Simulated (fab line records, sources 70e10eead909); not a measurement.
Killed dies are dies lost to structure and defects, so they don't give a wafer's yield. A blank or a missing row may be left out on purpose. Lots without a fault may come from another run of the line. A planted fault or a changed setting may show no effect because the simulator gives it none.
Which tool did it? | flow nand_harc | 24 lots, 72 wafers sampled, at 6 steps of a route of 1302

WHAT THE GAUGES READ, wafer by wafer
The record holds no reading of a measuring or inspecting step that can be judged against a usual standard deviation.

WHICH TOOL RAN EACH LOT (tool, then ch and the chambers of the sampled wafers, then the start)
lot  | NHARC_A_STAIRCASE_ETCH_453                    | NHARC_A_STAIRCASE_STRIP_316                   | NHARC_A_STAIRCASE_DEP_417       | NHARC_A_STAIRCASE_ALD_420        | NHARC_A_STAIRCASE_DEP_325       | NHARC_A_STAIRCASE_ETCHBACK_422
L074 | rie_diel-07 ch 1,3, day 17 06:04 or earlier   | rie_diel-07 ch 0,1,2, day 17 06:04 or earlier | pecvd-02 ch 0,2, day 17 06:04   | ald_hk-04 ch 2,3, day 17 08:57   | pecvd-03 ch 0,1,2, day 18 11:21 | rie_diel-13 ch 0,1,3, day 19 01:55
L075 | rie_diel-13 ch 1,2,3, day 18 01:10 or earlier | rie_diel-13 ch 0,1,3, day 18 01:10 or earlier | pecvd-03 ch 0,1,2, day 18 01:10 | ald_hk-04 ch 0,1,2, day 18 03:56 | pecvd-02 ch 0,1,2, day 19 04:35 | rie_diel-05 ch 0,1,2, day 19 22:13
L077 | rie_diel-13 ch 0,1, day 18 01:29 or earlier   | rie_diel-13 ch 2,3, day 18 01:29 or earlier   | pecvd-03 ch 0,1, day 18 01:29   | ald_hk-01 ch 0,1,3, day 18 05:16 | pecvd-04 ch 0,2, day 19 04:34   | rie_diel-13 ch 0,1,2, day 19 22:05
L076 | rie_diel-07 ch 0,1,3, day 18 01:59 or earlier | rie_diel-07 ch 0,1, day 18 01:59 or earlier   | pecvd-03 ch 0,1,2, day 18 01:59 | ald_hk-03 ch 0,1,2, day 18 04:15 | pecvd-03 ch 0,2, day 19 04:34   | rie_diel-05 ch 0,1, day 19 21:53
L078 | rie_diel-13 ch 0,1,3, day 18 19:39 or earlier | rie_diel-13 ch 0,1, day 18 19:39 or earlier   | pecvd-03 ch 0,2, day 18 19:39   | ald_hk-01 ch 2,3, day 19 00:07   | pecvd-03 ch 1,2, day 20 01:08   | rie_diel-07 ch 0,2,3, day 20 15:25
L079 | rie_diel-07 ch 0,2, day 19 07:07 or earlier   | rie_diel-07 ch 1,2,3, day 19 07:07 or earlier | pecvd-02 ch 0,1,2, day 19 07:07 | ald_hk-04 ch 0,3, day 19 10:31   | pecvd-04 ch 0,1, day 20 11:58   | rie_diel-05 ch 2,3, day 21 02:31
L080 | rie_diel-05 ch 0,2, day 19 08:34 or earlier   | rie_diel-05 ch 0,1,3, day 19 08:34 or earlier | pecvd-02 ch 1,2, day 19 08:34   | ald_hk-04 ch 0,2, day 19 11:28   | pecvd-03 ch 0,1, day 20 11:52   | rie_diel-07 ch 0,1,2, day 21 02:15
L081 | rie_diel-13 ch 0,1,2, day 20 08:30 or earlier | rie_diel-13 ch 0,3, day 20 08:30 or earlier   | pecvd-03 ch 0,2, day 20 08:30   | ald_hk-03 ch 0,1, day 20 11:13   | pecvd-03 ch 0,1, day 21 12:23   | rie_diel-07 ch 0,1,3, day 22 03:38
L082 | rie_diel-05 ch 1,2,3, day 21 04:20 or earlier | rie_diel-05 ch 0,2,3, day 21 04:20 or earlier | pecvd-04 ch 0,1, day 21 04:20   | ald_hk-03 ch 0,2,3, day 21 07:13 | pecvd-04 ch 0,1, day 22 08:57   | rie_diel-05 ch 0,1,3, day 23 01:38
L084 | rie_diel-13 ch 0,2,3, day 21 11:22 or earlier | rie_diel-13 ch 0,3, day 21 11:22 or earlier   | pecvd-02 ch 0,1,2, day 21 11:22 | ald_hk-03 ch 0,1,2, day 21 14:08 | pecvd-02 ch 0,1, day 22 15:13   | rie_diel-05 ch 0,2,3, day 23 08:01
L085 | rie_diel-07 ch 0,3, day 21 11:49 or earlier   | rie_diel-07 ch 2,3, day 21 11:49 or earlier   | pecvd-04 ch 0,1,2, day 21 11:49 | ald_hk-01 ch 0,1, day 21 13:59   | pecvd-04 ch 0,1, day 22 15:07   | rie_diel-13 ch 1,3, day 23 07:37
L083 | rie_diel-05 ch 2,3, day 21 13:08 or earlier   | rie_diel-05 ch 0,2,3, day 21 13:08 or earlier | pecvd-04 ch 1,2, day 21 13:08   | ald_hk-03 ch 1,3, day 21 15:52   | pecvd-03 ch 0,2, day 22 15:16   | rie_diel-07 ch 2,3, day 23 08:22
L086 | rie_diel-13 ch 1,2, day 22 02:27 or earlier   | rie_diel-13 ch 0,2, day 22 02:27 or earlier   | pecvd-04 ch 1,2, day 22 02:27   | ald_hk-01 ch 1,2,3, day 22 05:14 | pecvd-04 ch 0,1,2, day 23 08:31 | rie_diel-05 ch 0,1,3, day 23 23:55
L087 | rie_diel-07 ch 1,3, day 22 22:07 or earlier   | rie_diel-07 ch 1,2, day 22 22:07 or earlier   | pecvd-04 ch 0,1,2, day 22 22:07 | ald_hk-03 ch 1,3, day 23 00:54   | pecvd-02 ch 0,1,2, day 24 02:59 | rie_diel-07 ch 1,2,3, day 24 16:53
L088 | rie_diel-13 ch 0,1,3, day 22 22:11 or earlier | rie_diel-13 ch 0,1,2, day 22 22:11 or earlier | pecvd-02 ch 0,2, day 22 22:11   | ald_hk-01 ch 1,2,3, day 23 00:45 | pecvd-04 ch 1,2, day 24 02:19   | rie_diel-05 ch 0,1,2, day 24 16:43
L089 | rie_diel-07 ch 2,3, day 23 01:46 or earlier   | rie_diel-07 ch 0,1, day 23 01:46 or earlier   | pecvd-03 ch 0,1, day 23 01:46   | ald_hk-01 ch 0,1,3, day 23 04:26 | pecvd-02 ch 0,2, day 24 02:19   | rie_diel-13 ch 1,2,3, day 24 17:49
L090 | rie_diel-13 ch 0,3, day 23 18:23 or earlier   | rie_diel-13 ch 0,3, day 23 18:23 or earlier   | pecvd-02 ch 1,2, day 23 18:23   | ald_hk-04 ch 0,1, day 23 21:16   | pecvd-03 ch 0,2, day 25 00:28   | rie_diel-13 ch 0,1,2, day 25 17:56
L091 | rie_diel-13 ch 1,3, day 24 19:14 or earlier   | rie_diel-13 ch 1,3, day 24 19:14 or earlier   | pecvd-03 ch 1,2, day 24 19:14   | ald_hk-04 ch 0,1, day 24 23:54   | pecvd-04 ch 0, day 26 00:52     | rie_diel-05 ch 0,3, day 26 15:59
L092 | rie_diel-13 ch 0,1,3, day 24 20:15 or earlier | rie_diel-13 ch 1,2,3, day 24 20:15 or earlier | pecvd-03 ch 0,1,2, day 24 20:15 | ald_hk-01 ch 0,3, day 24 23:50   | pecvd-03 ch 0,1,2, day 26 01:35 | rie_diel-13 ch 0,3, day 26 15:40
L093 | rie_diel-13 ch 0,2,3, day 25 00:34 or earlier | rie_diel-13 ch 0,1,3, day 25 00:34 or earlier | pecvd-02 ch 0,2, day 25 00:34   | ald_hk-03 ch 1,2,3, day 25 03:36 | pecvd-03 ch 0,1,2, day 26 00:43 | rie_diel-13 ch 0,3, day 26 15:56
L094 | rie_diel-13 ch 0,1,3, day 25 06:49 or earlier | rie_diel-13 ch 0,1,2, day 25 06:49 or earlier | pecvd-04 ch 1,2, day 25 06:49   | ald_hk-01 ch 1,3, day 25 09:38   | pecvd-03 ch 0,1,2, day 26 11:21 | rie_diel-07 ch 0,1,2, day 27 01:29
L097 | rie_diel-05 ch 0,3, day 26 06:54 or earlier   | rie_diel-05 ch 0,2,3, day 26 06:54 or earlier | pecvd-02 ch 0,2, day 26 06:54   | ald_hk-04 ch 0,1,3, day 26 09:50 | pecvd-03 ch 0,2, day 27 11:15   | rie_diel-07 ch 0,1,3, day 28 01:25
L095 | rie_diel-07 ch 0,2,3, day 26 07:09 or earlier | rie_diel-07 ch 0,1,2, day 26 07:09 or earlier | pecvd-04 ch 0,1, day 26 07:09   | ald_hk-03 ch 0,1,2, day 26 09:31 | pecvd-02 ch 0,2, day 27 11:25   | rie_diel-05 ch 0,1,2, day 28 02:01
L096 | rie_diel-05 ch 0,2,3, day 26 19:08 or earlier | rie_diel-05 ch 2,3, day 26 19:08 or earlier   | pecvd-03 ch 0,1,2, day 26 19:08 | ald_hk-04 ch 1,3, day 26 22:31   | pecvd-02 ch 1,2, day 27 23:45   | rie_diel-07 ch 0,1, day 28 16:11
- NHARC_A_STAIRCASE_ETCH_453: etches the open film in CF4/O2, target depth 30 nm, overetch 3 nm, time 16.5 s.
- NHARC_A_STAIRCASE_STRIP_316: strips in O2.
- NHARC_A_STAIRCASE_DEP_417: deposits Si3N4, target thk 60 nm.
- NHARC_A_STAIRCASE_ALD_420: deposits SiO2, target thk 20 nm, pulse time 6 s, ald cycles 200.
- NHARC_A_STAIRCASE_DEP_325: deposits SiO2, target thk 7200 nm.
- NHARC_A_STAIRCASE_ETCHBACK_422: etches the open film in CH3F/O2, target depth 40 nm, time 74.286 s.

WHAT THE TOOLS THEMSELVES READ (means of the sampled wafers that have a number; where no wafer has one, the mark that the record gives instead)
NHARC_A_STAIRCASE_ETCH_453.
lot  | tool        | bias_w (W) | drypump_motor_current_A (A) | oes_product_au (a.u.) | rf_vpp_V (V) | showerhead_plenum_p_Torr (Torr) | throttle_valve_pct (%)
L074 | rie_diel-07 | 100.1      | 6.2                         | 1.005                 | 199.3        | 1.37                            | 13.394
L075 | rie_diel-13 | 99.8       | 5.7                         | 0.999                 | 198.5        | 1.36                            | 13.405
L077 | rie_diel-13 | 100.1      | 6.6                         | 0.988                 | 197.9        | 1.34                            | 13.401
L076 | rie_diel-07 | 99.8       | 5.8                         | 1.002                 | 197.5        | 1.32                            | 13.393
L078 | rie_diel-13 | 100.1      | 6.3                         | 0.996                 | 198.2        | 1.37                            | 13.399
L079 | rie_diel-07 | 100.2      | 5.2                         | 1.007                 | 196.2        | 1.26                            | 13.396
L080 | rie_diel-05 | 100.1      | 6.3                         | 0.999                 | 198.2        | 1.38                            | 13.399
L081 | rie_diel-13 | 100.0      | 6.0                         | 0.997                 | 197.7        | 1.31                            | 13.388
L082 | rie_diel-05 | 100.1      | 5.9                         | 0.989                 | 196.8        | 1.31                            | 13.395
L084 | rie_diel-13 | 99.8       | 5.7                         | 1.001                 | 197.6        | 1.34                            | 13.392
L085 | rie_diel-07 | 99.7       | 5.4                         | 0.999                 | 197.2        | 1.29                            | 13.403
L083 | rie_diel-05 | 100.2      | 6.1                         | 0.995                 | 197.0        | 1.30                            | 13.398
L086 | rie_diel-13 | 100.1      | 5.4                         | 1.003                 | 197.5        | 1.31                            | 13.391
L087 | rie_diel-07 | 99.8       | 6.2                         | 1.000                 | 198.6        | 1.36                            | 13.398
L088 | rie_diel-13 | 100.1      | 6.2                         | 0.996                 | 199.2        | 1.36                            | 13.397
L089 | rie_diel-07 | 100.3      | 5.8                         | 0.988                 | 198.0        | 1.33                            | 13.406
L090 | rie_diel-13 | 100.2      | 6.2                         | 1.003                 | 197.6        | 1.34                            | 13.399
L091 | rie_diel-13 | 100.0      | 6.3                         | 1.000                 | 198.6        | 1.38                            | 13.402
L092 | rie_diel-13 | 99.8       | 6.2                         | 0.997                 | 197.9        | 1.36                            | 13.397
L093 | rie_diel-13 | 100.1      | 5.6                         | 1.000                 | 198.3        | 1.33                            | 13.388
L094 | rie_diel-13 | 99.8       | 6.2                         | 1.004                 | 197.2        | 1.36                            | 13.395
L097 | rie_diel-05 | 99.6       | 6.2                         | 0.999                 | 198.8        | 1.35                            | 13.392
L095 | rie_diel-07 | 100.1      | 5.6                         | 0.994                 | 197.2        | 1.31                            | 13.396
L096 | rie_diel-05 | 99.9       | 6.2                         | 1.004                 | 196.7        | 1.33                            | 13.393

NHARC_A_STAIRCASE_STRIP_316.
lot  | tool        | drypump_motor_current_A (A) | oes_product_au (a.u.) | rf_vpp_V (V) | showerhead_plenum_p_Torr (Torr) | throttle_valve_pct (%)
L074 | rie_diel-07 | 5.6                         | 0.997                 | 57.6         | 3.43                            | 17.033
L075 | rie_diel-13 | 6.3                         | 1.002                 | 58.2         | 3.61                            | 17.034
L077 | rie_diel-13 | 5.4                         | 1.000                 | 58.3         | 3.66                            | 17.042
L076 | rie_diel-07 | 5.3                         | 1.004                 | 57.3         | 3.38                            | 17.040
L078 | rie_diel-13 | 6.5                         | 0.998                 | 56.8         | 3.48                            | 17.042
L079 | rie_diel-07 | 6.0                         | 1.009                 | 57.9         | 3.55                            | 17.043
L080 | rie_diel-05 | 6.0                         | 0.992                 | 57.9         | 3.59                            | 17.034
L081 | rie_diel-13 | 6.2                         | 1.001                 | 57.6         | 3.54                            | 17.049
L082 | rie_diel-05 | 6.2                         | 0.993                 | 58.4         | 3.55                            | 17.035
L084 | rie_diel-13 | 6.2                         | 0.998                 | 58.0         | 3.53                            | 17.031
L085 | rie_diel-07 | 6.1                         | 0.999                 | 58.1         | 3.59                            | 17.038
L083 | rie_diel-05 | 6.2                         | 0.999                 | 57.8         | 3.54                            | 17.036
L086 | rie_diel-13 | 5.9                         | 0.997                 | 56.7         | 3.40                            | 17.035
L087 | rie_diel-07 | 5.8                         | 0.995                 | 57.6         | 3.48                            | 17.032
L088 | rie_diel-13 | 6.0                         | 1.001                 | 57.3         | 3.46                            | 17.042
L089 | rie_diel-07 | 5.7                         | 1.004                 | 56.9         | 3.42                            | 17.041
L090 | rie_diel-13 | 6.2                         | 1.003                 | 57.7         | 3.53                            | 17.039
L091 | rie_diel-13 | 6.0                         | 0.999                 | 57.9         | 3.71                            | 17.037
L092 | rie_diel-13 | 5.7                         | 0.994                 | 58.4         | 3.58                            | 17.032
L093 | rie_diel-13 | 6.2                         | 1.000                 | 58.0         | 3.59                            | 17.042
L094 | rie_diel-13 | 6.0                         | 0.993                 | 57.4         | 3.45                            | 17.032
L097 | rie_diel-05 | 6.2                         | 0.993                 | 57.4         | 3.53                            | 17.043
L095 | rie_diel-07 | 5.5                         | 1.006                 | 57.4         | 3.40                            | 17.028
L096 | rie_diel-05 | 6.2                         | 1.003                 | 56.5         | 3.42                            | 17.046

NHARC_A_STAIRCASE_DEP_417.
lot  | tool     | heater_power_w (W)
L074 | pecvd-02 | 716
L075 | pecvd-03 | 794
L077 | pecvd-03 | 798
L076 | pecvd-03 | 782
L078 | pecvd-03 | 769
L079 | pecvd-02 | 695
L080 | pecvd-02 | 636
L081 | pecvd-03 | 845
L082 | pecvd-04 | 710
L084 | pecvd-02 | 747
L085 | pecvd-04 | 723
L083 | pecvd-04 | 824
L086 | pecvd-04 | 820
L087 | pecvd-04 | 709
L088 | pecvd-02 | 735
L089 | pecvd-03 | 757
L090 | pecvd-02 | 644
L091 | pecvd-03 | 800
L092 | pecvd-03 | 806
L093 | pecvd-02 | 826
L094 | pecvd-04 | 830
L097 | pecvd-02 | 678
L095 | pecvd-04 | 689
L096 | pecvd-03 | 755

NHARC_A_STAIRCASE_ALD_420.
lot  | tool      | heater_power_w (W) | precursor_pulse_height_rel
L074 | ald_hk-04 | 480                | 1.012
L075 | ald_hk-04 | 464                | 0.980
L077 | ald_hk-01 | 486                | 1.002
L076 | ald_hk-03 | 464                | 0.997
L078 | ald_hk-01 | 493                | 0.985
L079 | ald_hk-04 | 502                | 1.007
L080 | ald_hk-04 | 491                | 0.989
L081 | ald_hk-03 | 469                | 1.017
L082 | ald_hk-03 | 485                | 1.012
L084 | ald_hk-03 | 462                | 1.010
L085 | ald_hk-01 | 451                | 0.994
L083 | ald_hk-03 | 451                | 1.009
L086 | ald_hk-01 | 477                | 0.999
L087 | ald_hk-03 | 463                | 0.984
L088 | ald_hk-01 | 480                | 0.995
L089 | ald_hk-01 | 466                | 0.995
L090 | ald_hk-04 | 474                | 0.973
L091 | ald_hk-04 | 473                | 0.998
L092 | ald_hk-01 | 477                | 1.015
L093 | ald_hk-03 | 442                | 0.990
L094 | ald_hk-01 | 466                | 1.015
L097 | ald_hk-04 | 476                | 0.984
L095 | ald_hk-03 | 466                | 1.028
L096 | ald_hk-04 | 473                | 1.000

NHARC_A_STAIRCASE_DEP_325.
lot  | tool     | heater_power_w (W)
L074 | pecvd-03 | 710
L075 | pecvd-02 | 711
L077 | pecvd-04 | 678
L076 | pecvd-03 | 675
L078 | pecvd-03 | 762
L079 | pecvd-04 | 658
L080 | pecvd-03 | 699
L081 | pecvd-03 | 755
L082 | pecvd-04 | 691
L084 | pecvd-02 | 656
L085 | pecvd-04 | 647
L083 | pecvd-03 | 701
L086 | pecvd-04 | 699
L087 | pecvd-02 | 634
L088 | pecvd-04 | 711
L089 | pecvd-02 | 669
L090 | pecvd-03 | 680
L091 | pecvd-04 | 619
L092 | pecvd-03 | 664
L093 | pecvd-03 | 660
L094 | pecvd-03 | 696
L097 | pecvd-03 | 704
L095 | pecvd-02 | 717
L096 | pecvd-02 | 548

NHARC_A_STAIRCASE_ETCHBACK_422.
lot  | tool        | bias_w (W) | drypump_motor_current_A (A) | oes_product_au (a.u.) | rf_vpp_V (V) | showerhead_plenum_p_Torr (Torr) | throttle_valve_pct (%)
L074 | rie_diel-13 | 99.8       | 6.3                         | 0.92                  | 244.8        | 2.52                            | 20.662
L075 | rie_diel-05 | 99.8       | 6.0                         | 1.00                  | 245.4        | 2.47                            | 20.668
L077 | rie_diel-13 | 100.0      | 6.0                         | 0.93                  | 243.8        | 2.42                            | 20.664
L076 | rie_diel-05 | 100.2      | 5.8                         | 1.00                  | 245.0        | 2.50                            | 20.662
L078 | rie_diel-07 | 99.9       | 5.6                         | 0.99                  | 244.1        | 2.42                            | 20.658
L079 | rie_diel-05 | 100.3      | 6.1                         | 1.00                  | 243.6        | 2.42                            | 20.666
L080 | rie_diel-07 | 100.1      | 5.5                         | 1.01                  | 242.3        | 2.38                            | 20.658
L081 | rie_diel-07 | 99.9       | 5.8                         | 0.96                  | 243.4        | 2.42                            | 20.658
L082 | rie_diel-05 | 100.3      | 6.0                         | 0.99                  | 243.8        | 2.49                            | 20.665
L084 | rie_diel-05 | 99.7       | 6.2                         | 0.99                  | 244.2        | 2.46                            | 20.665
L085 | rie_diel-13 | 100.2      | 6.0                         | 1.00                  | 245.0        | 2.60                            | 20.664
L083 | rie_diel-07 | 99.9       | 5.8                         | 0.91                  | 244.3        | 2.45                            | 20.654
L086 | rie_diel-05 | 100.0      | 6.0                         | 0.92                  | 244.1        | 2.48                            | 20.664
L087 | rie_diel-07 | 99.7       | 6.0                         | 0.92                  | 244.4        | 2.45                            | 20.677
L088 | rie_diel-05 | 100.0      | 6.0                         | 0.93                  | 244.4        | 2.46                            | 20.659
L089 | rie_diel-13 | 99.6       | 5.7                         | 1.01                  | 244.1        | 2.49                            | 20.661
L090 | rie_diel-13 | 99.9       | 6.0                         | 0.93                  | 243.6        | 2.40                            | 20.672
L091 | rie_diel-05 | 100.1      | 6.3                         | 1.00                  | 245.0        | 2.53                            | 20.670
L092 | rie_diel-13 | 99.8       | 6.0                         | 0.93                  | 245.8        | 2.54                            | 20.662
L093 | rie_diel-13 | 99.7       | 6.2                         | 1.01                  | 244.6        | 2.45                            | 20.656
L094 | rie_diel-07 | 100.0      | 5.5                         | 0.98                  | 243.3        | 2.36                            | 20.667
L097 | rie_diel-07 | 99.9       | 5.8                         | 0.92                  | 244.4        | 2.40                            | 20.668
L095 | rie_diel-05 | 100.1      | 6.0                         | 1.00                  | 243.8        | 2.45                            | 20.655
L096 | rie_diel-07 | 100.1      | 5.7                         | 1.00                  | 244.9        | 2.49                            | 20.659

THE ANSWER, worked out from the rows above alone
Rule: what is usual is taken from the lots themselves. Put in order of their means at a reading, lots are off if they are a third of the lots or fewer, leave a main group of 4 or more, and stand apart from it by a gap of 3 or more times the standard deviation of the main group's means; of several such gaps the widest counts. A main group whose means are all the same, to the digits that the tables above print for the reading, isn't used. A lot without any number at a reading at which 4 lots or more have one is off too. The other lots that the step has rows for count as sound. The gauges are gone through in route order, then the tools' own readings, and for those a lot's mean is taken as printed above. The first step at which some lot is off is used, and at that step the reading that is off furthest; a lot without a number counts as furthest.
No lot is off at any reading shown: from this, nothing can be told.

WHAT THE SIMULATOR HAD PUT IN
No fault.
